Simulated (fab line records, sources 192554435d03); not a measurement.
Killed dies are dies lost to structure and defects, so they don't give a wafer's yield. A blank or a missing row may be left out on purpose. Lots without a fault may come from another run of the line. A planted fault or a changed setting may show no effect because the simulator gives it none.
Problem report in the 8D (eight disciplines) form, filled by code | flow n5_finfet | the parts of the form that need people (team, actions taken, sign-off) are left out

1. THE PROBLEM
trench_depth_nm at N5_STI_FIN_REVEAL_FIN_H_MEAS_10 reads a mean of 56.5 nm on 2 wafers of 2 lots; wafers without a fault read 52.0 nm with a standard deviation of 0.58. That is +7.8 standard deviations from the usual mean.
First seen on wafer L121.1, day 4 07:32, on ocd-01. The record holds 36 wafers of 12 lots with a number at this step. Rule for "out", or "out of limits": more than 4 standard deviations from the usual mean. The other wafers with a number count as sound.

2. WHAT IT IS AND WHAT IT IS NOT
question                    | is               | is not
which readings at this step | trench_depth_nm  | -
which lots                  | L121, L125       | L114, L115, L116, L118, L119, L124, L133, L134, L136, L137
which wafers of those lots  | L121.1, L125.1   | L121.3, L121.6, L125.2, L125.3
read on which gauges        | ocd-01           | ocd-02
when                        | from day 4 07:32 | up to then (17 sound wafers); but 17 sound wafers of L124, L125, L133, L134, L136, L137 came after

3. SUSPECTS, AND WHAT RULES EACH OUT
Counting: a tool at a process step up to the reading stays a suspect if it ran every lot that is out. Sound lots after the first of them don't rule it out here, since some wafers of a struck lot are sound.
- the gauge at N5_STI_FIN_REVEAL_FIN_H_MEAS_10: kept. All the wafers that are out were read on ocd-01, and no step on other tools shows them out.
- vapor_etch-02 at N5_FIN_CUT_PRECLEAN_35 (cleans in vHF, time 13.3 s): kept. It ran every lot that is out, first L121 (day 3 22:26); its last sound lot up to then is L119 (day 3 11:00).
- vapor_etch-01 at N5_STI_FIN_REVEAL_RECESS_09 (chemistry HF/NH3, target SiO2, afs cycles 11, target depth 42.5 nm, sublimation time 60 s): kept. It ran every lot that is out, first L121 (day 4 04:47); its last sound lot up to then is L119 (day 3 17:21).
Left after counting: vapor_etch-02 at N5_FIN_CUT_PRECLEAN_35, vapor_etch-01 at N5_STI_FIN_REVEAL_RECESS_09, ocd-01 at N5_STI_FIN_REVEAL_FIN_H_MEAS_10.

4. THE CAUSE (what the simulator had put in)
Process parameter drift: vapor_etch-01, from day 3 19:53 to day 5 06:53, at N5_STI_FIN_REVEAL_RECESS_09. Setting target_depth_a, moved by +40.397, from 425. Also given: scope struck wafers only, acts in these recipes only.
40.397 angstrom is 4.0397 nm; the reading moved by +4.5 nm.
Counting left 3 suspects, and this tool is among them.

5. THE CHAIN OF EFFECTS, in route order
Each row: a reading whose mean over the struck wafers that have a number lies more than 3 standard deviations from the usual. Only readings for which the record gives a usual standard deviation are gone through. hours: the time from each lot's start at the first step in this table that gives one to its start at this step, as a median over the lots. sigmas: the change in usual standard deviations.
hours | step                            | reading         | usual   | on struck wafers | change | sigmas
0     | N5_STI_FIN_REVEAL_FIN_H_MEAS_10 | trench_depth_nm | 52.0 nm | 56.5             | +4.5   | +7.8

6. WHAT WOULD HAVE CAUGHT IT SOONER
In this record the first reading out of limits at a measuring or inspecting step was taken at day 4 07:32, 12 hours after the fault began at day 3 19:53.
Of the tool readings at N5_STI_FIN_REVEAL_RECESS_09 for which the record gives a usual standard deviation, none was out on any struck wafer, so an alarm limit of 4 standard deviations on them would not have fired.
Of the lots that are out (2), L125 began N5_STI_FIN_REVEAL_RECESS_09 on vapor_etch-01 after day 4 07:32. A hold on the tool at that time would have spared it.
